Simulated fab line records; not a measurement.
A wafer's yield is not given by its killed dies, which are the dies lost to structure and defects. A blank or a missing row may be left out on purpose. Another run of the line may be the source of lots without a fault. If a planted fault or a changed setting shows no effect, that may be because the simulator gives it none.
fab line records -- flow nandHarc
record: lots: 6, wafers: 18, lastDay: 24
route steps=1159 shown P_M0@278 P_M1@285 END@1159
lots that met no fault: taken from a fault-free run of the same line
startH: hours from the record's opening day to when the first of the lot's shown wafers began -- waitH: how many hours have passed since the lot's step before this one -- " as in the row above -- L1.1+2: a single row standing in for several wafers -- - either no value or no given start -- * or withheld: withheld -- < > ~ a bound
route shown NAME@n: NAME is a module with steps in the file, n the number in the route of the first one -- usual: mean/standard deviation taken from wafers without a fault -- same: alike in all rows -- chamber/n: place in a boat -- sites: each site's reading -- _std_site: standard deviation of those values -- _edge_site: inner sites' mean taken away from outer sites' mean -- radiusMm: how far each site lies from the wafer's centre -- mask NAME#n: copy n -- behind: the most recent tool/chamber to have shaped the wafer -- hold: why the lot was held/for how many hours/how that ended -- device: the n, p or np transistor that did not switch -- end of line: tests run on the same wafers once the route is complete -- a step without rows: its recipe alone -- killed: at the first sort, the dies lost to defects and structure; wafer yield is something else -- map: the dies of a wafer, with x for killed, . for not killed, _ for no die there
set.NAME: setting as actually run; set.NAME@STEP: the setting as run at that earlier step -- model.NAME: the simulator's own value behind a step, which no gauge read
lots at some steps of the route; a table a step, a row a wafer
services: from which hour (startH, from the record's first day; less than 0 if before it) a tool's chamber was out of use, for how many hours, and why
== steps ==
step: NHARC_P_M0_CMP_23
recipe: tOverpolishS: 20, targetThkNm: 117.53
usual: motorCurrentA: 11.8/1.3, slurryFilterDpKPa: 13.50/0.15, timeToEndpointS: 28.0/2.6
lot.wafer,tool,chamber,startH,waitH,motorCurrentA,slurryFilterDpKPa,timeToEndpointS
L114.2,cmp-01,1,131.74,-,11.1,13.69,28.7
L114.5,cmp-01,3,131.74,-,11.4,13.51,29.4
L114.6,cmp-01,0,131.74,-,11.4,13.41,25.4
L117.3,cmp-04,2,154.94,-,11.0,13.50,23.3
L117.1,cmp-04,3,154.94,-,15.1,13.41,26.9
L117.6,cmp-04,3,154.94,-,15.0,13.52,25.0
L123.1,cmp-04,2,195.00,-,11.6,13.67,29.9
L123.3,cmp-04,0,195.00,-,14.7,13.58,32.7
L123.5,cmp-04,1,195.00,-,11.9,13.37,26.1
L128.4,cmp-02,3,221.57,-,11.5,13.76,25.2
L128.3,cmp-02,0,221.57,-,9.8,13.69,24.4
L128.1,cmp-02,2,221.57,-,14.0,13.72,25.7
L130.2,cmp-01,1,225.54,-,10.6,13.25,27.1
L130.6,cmp-01,0,225.54,-,10.9,13.43,26.9
L130.5,cmp-01,1,225.54,-,10.9,13.39,30.5
L133.4,cmp-02,3,239.53,-,11.3,13.44,25.0
L133.1,cmp-02,1,239.53,-,11.6,13.42,30.3
L133.5,cmp-02,3,239.53,-,10.4,13.43,25.5
step: NHARC_P_M0_THK_MEAS_24
recipe: thkMeasGauge: xrf
usual: thkNm: 117.2/1.6
lot.wafer,tool,chamber,startH,waitH,thkNm
L114.2,filmMetro-02,-,132.00,-,117.7
L114.5,filmMetro-02,-,132.00,-,113.9
L114.6,filmMetro-02,-,132.00,-,116.7
L117.1,filmMetro-01,-,155.25,-,116.6
L117.3,filmMetro-01,-,155.25,-,116.9
L117.6,filmMetro-01,-,155.25,-,114.7
L123.1,filmMetro-01,-,195.29,-,116.8
L123.3,filmMetro-01,-,195.29,-,117.0
L123.5,filmMetro-01,-,195.29,-,118.4
L128.1,filmMetro-02,-,221.88,-,119.1
L128.3,filmMetro-02,-,221.88,-,117.6
L128.4,filmMetro-02,-,221.88,-,116.8
L130.2,filmMetro-02,-,225.83,-,116.5
L130.5,filmMetro-02,-,225.83,-,115.7
L130.6,filmMetro-02,-,225.83,-,118.4
L133.1,filmMetro-02,-,239.85,-,117.6
L133.4,filmMetro-02,-,239.85,-,117.9
L133.5,filmMetro-02,-,239.85,-,115.4
step: NHARC_P_M0_SRD_25
step: NHARC_P_M0_INSPECT_27
usual: rawDefectCount: 298/130
lot.wafer,tool,chamber,startH,waitH,rawDefectCount
L114.2,defectInspect-02,-,132.16,0.0,181
L114.5,defectInspect-02,-,132.16,0.0,425
L114.6,defectInspect-02,-,132.16,0.0,453
L117.1,defectInspect-01,-,155.41,0.0,395
L117.3,defectInspect-01,-,155.41,0.0,581
L117.6,defectInspect-01,-,155.41,0.0,469
L123.1,defectInspect-02,-,195.45,0.0,225
L123.3,defectInspect-02,-,195.45,0.0,243
L123.5,defectInspect-02,-,195.45,0.0,307
L128.1,defectInspect-01,-,222.04,0.0,279
L128.3,defectInspect-01,-,222.04,0.0,533
L128.4,defectInspect-01,-,222.04,0.0,321
L130.2,defectInspect-01,-,226.01,0.0,247
L130.5,defectInspect-01,-,226.01,0.0,342
L130.6,defectInspect-01,-,226.01,0.0,519
L133.1,defectInspect-02,-,240.00,0.0,204
L133.4,defectInspect-02,-,240.00,0.0,273
L133.5,defectInspect-02,-,240.00,0.0,256
step: NHARC_P_M0_PRE_CLEAN_31
recipe: timeS: 12, tempC: 370, rfPowerW: 300, gas: NH3
usual: heaterPowerOuterW: 347/41, heaterPowerW: 621/57
lot.wafer,tool,chamber,startH,waitH,heaterPowerOuterW,heaterPowerW
L114.2,pecvd-04,0,132.25,0.1,312,611
L114.6,pecvd-04,1,132.25,0.1,321,539
L114.5,pecvd-04,2,132.25,0.1,410,720
L117.1,pecvd-01,2,155.48,0.1,301,598
L117.3,pecvd-01,1,155.48,0.1,371,632
L117.6,pecvd-01,1,155.48,0.1,364,625
L123.1,pecvd-01,1,195.52,0.1,410,690
L123.3,pecvd-01,0,195.52,0.1,357,642
L123.5,pecvd-01,1,195.52,0.1,416,679
L128.1,pecvd-01,2,222.11,0.1,349,652
L128.3,pecvd-01,1,222.11,0.1,381,631
L128.4,pecvd-01,0,222.11,0.1,322,568
L130.2,pecvd-04,2,226.09,0.1,441,724
L130.5,pecvd-04,1,226.09,0.1,353,582
L130.6,pecvd-04,2,226.09,0.1,438,730
L133.1,pecvd-02,0,240.07,0.1,351,632
L133.4,pecvd-02,0,240.07,0.1,360,634
L133.5,pecvd-02,2,240.07,0.1,292,539
step: NHARC_P_M0_DEP_32
recipe: targetThkA: 300, tempC: 370, targetThkNm: 30, pressureTorr: 3, flowSccm: 200, rfW: 450, material: SiCN
usual: heaterPowerOuterW: 304/41, heaterPowerW: 564/57
lot.wafer,tool,chamber,startH,waitH,heaterPowerOuterW,heaterPowerW
L114.2,pecvd-04,0,132.39,0.1,287,585
L114.6,pecvd-04,1,132.39,0.1,266,449
L114.5,pecvd-04,2,132.39,0.1,323,612
L117.1,pecvd-01,2,155.56,0.1,334,648
L117.3,pecvd-01,1,155.56,0.1,333,557
L117.6,pecvd-01,1,155.56,0.1,331,573
L123.1,pecvd-01,1,195.60,0.1,375,620
L123.3,pecvd-01,0,195.60,0.1,264,505
L123.5,pecvd-01,1,195.60,0.1,386,628
L128.1,pecvd-01,2,222.19,0.1,254,543
L128.3,pecvd-01,1,222.19,0.1,361,595
L128.4,pecvd-01,0,222.19,0.1,297,564
L130.2,pecvd-04,2,226.20,0.1,312,560
L130.5,pecvd-04,1,226.20,0.1,271,476
L130.6,pecvd-04,2,226.20,0.1,313,568
L133.1,pecvd-02,0,240.15,0.1,359,642
L133.4,pecvd-02,0,240.15,0.1,359,657
L133.5,pecvd-02,2,240.15,0.1,251,475
step: NHARC_P_M1_DEP_00
recipe: targetThkA: 1825, targetThkNm: 182.5, tempC: withheld, pressureTorr: 5, flowSccm: 200, rfW: 600, material: SiOC
step: NHARC_P_M1_DEHYDRATE_01
recipe: tempC: 150, timeS: 120
step: NHARC_P_M1_HMDS_02
recipe: timeS: 30
step: NHARC_P_M1_COAT_34
recipe: tempC: 200, timeS: 65
step: NHARC_P_M1_COAT_03
recipe: spinRpm: 1500, resistThkNm: 90
step: NHARC_P_M1_SOFTBAKE_04
recipe: tempC: 105, timeS: 55
usual: exhaustPa: 45.1/0.9, heaterPowerTotalW: 188.46/0.15, plateTempC: 105.01/0.15
lot.wafer,tool,chamber,startH,waitH,exhaustPa,heaterPowerTotalW,plateTempC
L114.2,lithoTrack-06,0,133,-,47.2,188.63,104.80
L114.5,lithoTrack-06,0,133,-,45.1,188.30,104.98
L114.6,lithoTrack-06,0,133,-,45.5,188.55,104.76
L117.1,lithoTrack-04,0,156,-,44.1,188.50,104.91
L117.3,lithoTrack-04,0,156,-,45.4,188.51,104.96
L117.6,lithoTrack-04,0,156,-,44.6,188.41,104.81
L123.1,lithoTrack-04,0,196,-,46.4,201.10,109.95
L123.3,lithoTrack-04,0,196,-,46.7,201.32,110.14
L123.5,lithoTrack-04,0,196,-,45.5,201.18,110.11
L128.1,lithoTrack-04,0,222,-,43.8,201.16,110.14
L128.3,lithoTrack-04,0,222,-,43.4,201.23,110.04
L128.4,lithoTrack-04,0,222,-,43.6,201.10,110.04
L130.2,lithoTrack-06,0,226,-,45.1,188.51,105.11
L130.5,lithoTrack-06,0,226,-,45.7,188.46,104.94
L130.6,lithoTrack-06,0,226,-,46.0,188.48,105.04
L133.1,lithoTrack-01,0,240,-,45.3,188.47,105.01
L133.4,lithoTrack-01,0,240,-,43.9,188.60,105.06
L133.5,lithoTrack-01,0,240,-,45.6,188.65,105.12
step: NHARC_P_M1_EBR_05
step: NHARC_END_SORT_01
recipe: tempC: 25
usual: defectLimitedYield: 95.5/1.8, killedAtArray: 27/11, killedAtOther: 0.6/1, killedAtPeriphery: 3.0/2.1, killedDies: 31/12, killedOpen: 3.2/1.7, killedShort: 1.7/1.4, sort_bin_2_pct: 1.4/0.68, sort_bin_3_pct: 0.25/0.2, sort_bin_4_pct: 2.9/1.2, sortNPass: 646/12, sortRimYieldPct: 95.7/2.8, sortYieldPct: 95.5/1.8
same: grossDies: 677, sort_bin_5_pct[%]: 0, sort_bin_6_pct[%]: 0, sort_bin_7_pct[%]: 0, sort_bin_8_pct[%]: 0, sortRimNGross: 106.00
lot.wafer,tool,chamber,startH,waitH,defectLimitedYield[%],killedAtArray,killedAtOther,killedAtPeriphery,killedDies,killedOpen,killedShort,sort_bin_2_pct[%],sort_bin_3_pct[%],sort_bin_4_pct[%],sortNPass,sortRimYieldPct[%],sortYieldPct[%]
L114.2,prober-02,0,469.42,2.8,94.4,35,0,3,38,2,0,1.5,0,4.1,639,96.2,94.4
L114.5,prober-02,0,471.81,3.7,95.6,28,0,2,30,2,1,0.9,0.30,3.2,647,94.3,95.6
L114.6,prober-02,0,472.60,4.0,96.8,16,0,6,22,2,1,0.9,0,2.4,655,99.1,96.8
L117.1,prober-02,0,496.92,2.5,95.7,23,0,6,29,3,2,1.9,0.30,2.1,648,97.2,95.7
L117.3,prober-02,0,498.50,3.1,93.4,40,0,5,45,4,3,2.2,0.44,4.0,632,97.2,93.4
L117.6,prober-02,0,500.87,4.0,95.4,27,1,3,31,5,3,0.9,0.15,3.5,646,93.4,95.4
L123.1,prober-01,0,511.35,2.5,96.3,22,1,2,25,2,2,1.5,0.30,1.9,652,94.3,96.3
L123.3,prober-01,0,512.97,3.1,97.0,17,0,3,20,1,0,1.0,0.15,1.8,657,95.3,97.0
L123.5,prober-01,0,514.59,3.7,97.0,18,1,1,20,3,0,1.2,0.15,1.6,657,97.2,97.0
L128.1,prober-01,0,540.00,2.5,92.2,44,3,6,53,7,3,2.4,0.59,4.9,624,96.2,92.2
L128.3,prober-01,0,541.62,3.1,94.5,33,0,4,37,0,2,1.8,0,3.7,640,99.1,94.5
L128.4,prober-01,0,542.43,3.4,93.9,38,1,2,41,2,2,1.8,0.30,4.0,636,99.1,93.9
L130.2,prober-01,0,550.12,2.8,92.8,47,1,1,49,0,0,3.0,0.59,3.7,628,93.4,92.8
L130.5,prober-01,0,552.54,3.7,92.6,47,2,1,50,4,2,2.5,0.15,4.7,627,95.3,92.6
L130.6,prober-01,0,553.34,4.0,92.5,47,1,3,51,4,1,2.4,0.44,4.7,626,95.3,92.5
L133.1,prober-01,0,576.85,2.5,91.7,49,1,6,56,3,2,2.4,0.59,5.3,621,95.3,91.7
L133.4,prober-01,0,579.28,3.4,92.2,48,0,5,53,2,2,2.1,0.30,5.5,624,97.2,92.2
L133.5,prober-01,0,580.10,3.7,93.4,38,2,5,45,2,5,1.9,0.30,4.4,632,96.2,93.4
killed by level:class
L114.2 A_CHANNEL_HOLE_D1:chamberFilmFlake=16 A_SLIT:chamberFilmFlake=12 A_CONTACT:geometricParticle:open=2 P_M1:chamberFilmFlake=2 A_WL_FILL:chamberFilmFlake=2 P_STI:chamberFilmFlake=1 A_ZERO_WELL:chamberFilmFlake=1 A_CHANNEL_FILL_D1:chamberFilmFlake=1
L114.5 A_CHANNEL_HOLE_D1:chamberFilmFlake=14 A_SLIT:chamberFilmFlake=9 A_CONTACT:geometricParticle:open=2 A_CHANNEL_FILL_D1:geometricParticle:short=1 P_ZERO_WELL:chamberFilmFlake=1 P_M1:chamberFilmFlake=1 A_ZERO_WELL:chamberFilmFlake=1 A_CONTACT:chamberFilmFlake=1
L114.6 A_SLIT:chamberFilmFlake=6 A_CHANNEL_HOLE_D1:chamberFilmFlake=5 P_M1:chamberFilmFlake=2 A_STAIRCASE:chamberFilmFlake=2 P_GATE:geometricParticle:open=1 P_M0:geometricParticle:short=1 A_BLC:geometricParticle:open=1 P_ZERO_WELL:chamberFilmFlake=1
L117.1 A_CHANNEL_HOLE_D1:chamberFilmFlake=10 A_SLIT:chamberFilmFlake=8 A_CONTACT:chamberFilmFlake=2 P_GATE:chamberFilmFlake=2 P_STI:geometricParticle:open=1 P_GATE:geometricParticle:short=1 P_CONTACT:geometricParticle:open=1 A_ONON_D1:geometricParticle:short=1
L117.3 A_SLIT:chamberFilmFlake=15 A_CHANNEL_HOLE_D1:chamberFilmFlake=13 P_STI:chamberFilmFlake=3 A_STAIRCASE:chamberFilmFlake=2 A_SGD_CUT:chamberFilmFlake=2 A_CONTACT:chamberFilmFlake=2 P_CONTACT:geometricParticle:open=1 P_M0:geometricParticle:open=1
L117.6 A_CHANNEL_HOLE_D1:chamberFilmFlake=10 A_SLIT:chamberFilmFlake=10 P_CONTACT:geometricParticle:short=2 A_CONTACT:chamberFilmFlake=2 P_CONTACT:geometricParticle:open=1 A_ONON_D1:geometricParticle:open=1 A_CONTACT:geometricParticle:open=1 A_BLC:geometricParticle:open=1
L123.1 A_CHANNEL_HOLE_D1:chamberFilmFlake=15 A_WL_FILL:chamberFilmFlake=2 P_CONTACT:geometricParticle:open=1 A_CONTACT:geometricParticle:open=1 A_BLC:geometricParticle:short=1 A_M0:geometricParticle:short=1 P_GATE:chamberFilmFlake=1 A_STAIRCASE:chamberFilmFlake=1
L123.3 A_CHANNEL_HOLE_D1:chamberFilmFlake=10 A_STAIRCASE:chamberFilmFlake=2 A_WL_FILL:chamberFilmFlake=2 A_ONON_D1:geometricParticle:open=1 P_ZERO_WELL:chamberFilmFlake=1 P_GATE:chamberFilmFlake=1 P_CONTACT:chamberFilmFlake=1 A_ZERO_WELL:chamberFilmFlake=1
L123.5 A_CHANNEL_HOLE_D1:chamberFilmFlake=12 A_CONTACT:chamberFilmFlake=4 P_STI:geometricParticle:open=1 A_CONTACT:geometricParticle:open=1 STARTING-WAFER:geometricParticle:open=1 A_STAIRCASE:chamberFilmFlake=1
L128.1 A_SLIT:chamberFilmFlake=17 A_STAIRCASE:chamberFilmFlake=12 A_CHANNEL_HOLE_D1:chamberFilmFlake=6 A_CONTACT:geometricParticle:open=4 P_STI:chamberFilmFlake=3 THIN_TSV:chamberFilmFlake=3 P_CONTACT:geometricParticle:open=1 P_M0:geometricParticle:short=1
L128.3 A_SLIT:chamberFilmFlake=15 A_STAIRCASE:chamberFilmFlake=6 P_STI:chamberFilmFlake=4 A_CHANNEL_HOLE_D1:chamberFilmFlake=4 A_CONTACT:chamberFilmFlake=4 A_CHANNEL_FILL_D1:geometricParticle:short=1 A_WL_FILL:geometricParticle:short=1 A_CHANNEL_FILL_D1:chamberFilmFlake=1
L128.4 A_SLIT:chamberFilmFlake=20 A_STAIRCASE:chamberFilmFlake=8 A_CHANNEL_HOLE_D1:chamberFilmFlake=4 A_CONTACT:chamberFilmFlake=2 P_M0:geometricParticle:open=1 A_CHANNEL_FILL_D1:geometricParticle:short=1 A_SGD_CUT:geometricParticle:open=1 A_M0:geometricParticle:short=1
L130.2 A_SLIT:chamberFilmFlake=21 A_CHANNEL_HOLE_D1:chamberFilmFlake=16 A_CONTACT:chamberFilmFlake=6 A_STAIRCASE:chamberFilmFlake=3 THIN_TSV:chamberFilmFlake=1 P_GATE:chamberFilmFlake=1 A_CHANNEL_FILL_D1:chamberFilmFlake=1
L130.5 A_CHANNEL_HOLE_D1:chamberFilmFlake=17 A_SLIT:chamberFilmFlake=17 A_CHANNEL_FILL_D1:chamberFilmFlake=3 A_CONTACT:chamberFilmFlake=3 A_ZERO_WELL:chamberFilmFlake=2 P_CONTACT:geometricParticle:open=1 A_ONON_D1:geometricParticle:open=1 A_CHANNEL_FILL_D1:geometricParticle:short=1
L130.6 A_SLIT:chamberFilmFlake=23 A_CHANNEL_HOLE_D1:chamberFilmFlake=12 A_STAIRCASE:chamberFilmFlake=3 A_CONTACT:chamberFilmFlake=3 P_CONTACT:geometricParticle:open=2 A_CONTACT:geometricParticle:open=2 P_M0:geometricParticle:short=1 A_ZERO_WELL:chamberFilmFlake=1
L133.1 A_SLIT:chamberFilmFlake=18 A_STAIRCASE:chamberFilmFlake=11 A_CHANNEL_HOLE_D1:chamberFilmFlake=9 A_CONTACT:chamberFilmFlake=6 P_BONDPAD:chamberFilmFlake=4 P_STI:chamberFilmFlake=2 A_CHANNEL_FILL_D1:geometricParticle:open=1 A_WL_FILL:geometricParticle:short=1
L133.4 A_SLIT:chamberFilmFlake=17 A_CONTACT:chamberFilmFlake=12 A_STAIRCASE:chamberFilmFlake=9 A_CHANNEL_HOLE_D1:chamberFilmFlake=7 P_BONDPAD:chamberFilmFlake=3 A_SGD_CUT:geometricParticle:short=2 P_M0:geometricParticle:open=1 A_CHANNEL_FILL_D1:geometricParticle:open=1
L133.5 A_SLIT:chamberFilmFlake=13 A_CHANNEL_HOLE_D1:chamberFilmFlake=8 A_STAIRCASE:chamberFilmFlake=7 A_CONTACT:chamberFilmFlake=7 P_BONDPAD:chamberFilmFlake=2 P_GATE:geometricParticle:short=1 P_M0:geometricParticle:open=1 A_ONON_D1:geometricParticle:short=1
== services ==
tool,chamber,startH,hours,kind
lithoTrack-06,-,117.00,7.0,pm
cmp-04,-,117.88,4.0,pm
cmp-02,-,128.06,1.1,repair
cmp-02,-,129.18,4.0,pm
lithoTrack-04,-,141.00,7.0,pm
pecvd-02,-,153.00,13.0,pm
cmp-01,-,174.60,0.8,repair
cmp-01,-,179.50,4.0,pm
cmp-01,-,183.92,0.8,repair
pecvd-04,-,195.56,13.0,pm
pecvd-04,0,195.56,13.0,ventCycle
pecvd-04,1,195.56,13.0,ventCycle
pecvd-04,2,195.56,13.0,ventCycle
pecvd-04,0,208.56,-,clean
pecvd-04,1,208.56,-,clean
pecvd-04,2,208.56,-,clean
cmp-04,-,215.88,4.0,pm
cmp-02,-,227.18,4.0,pm
cmp-04,-,228.85,3.0,repair
pecvd-01,-,237.10,13.0,pm
pecvd-01,0,237.10,13.0,ventCycle
pecvd-01,1,237.10,13.0,ventCycle
pecvd-01,2,237.10,13.0,ventCycle
cmp-04,-,240.81,2.5,repair
== key ==
firstSign: step: NHARC_P_M1_SOFTBAKE_04, reading: heaterPowerTotalW, direction: up, sigmas: 85, usual: *, struck: *
effect: step: NHARC_P_M1_SOFTBAKE_04, reading: plateTempC, direction: up, sigmas: 33, usual: *, struck: *
metAt NHARC_P_M1_SOFTBAKE_04
struckWafers L123.1,L123.3,L123.5,L128.1,L128.3,L128.4
onsetBetween 156 196
fault: kind: processParameterDrift, tool: lithoTrack-04, chamber: -, onsetH: 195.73, steps: NHARC_P_M1_SOFTBAKE_04, channel: tempC, offset: *, shape: step, endH: 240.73, actsIn: *, stated: *
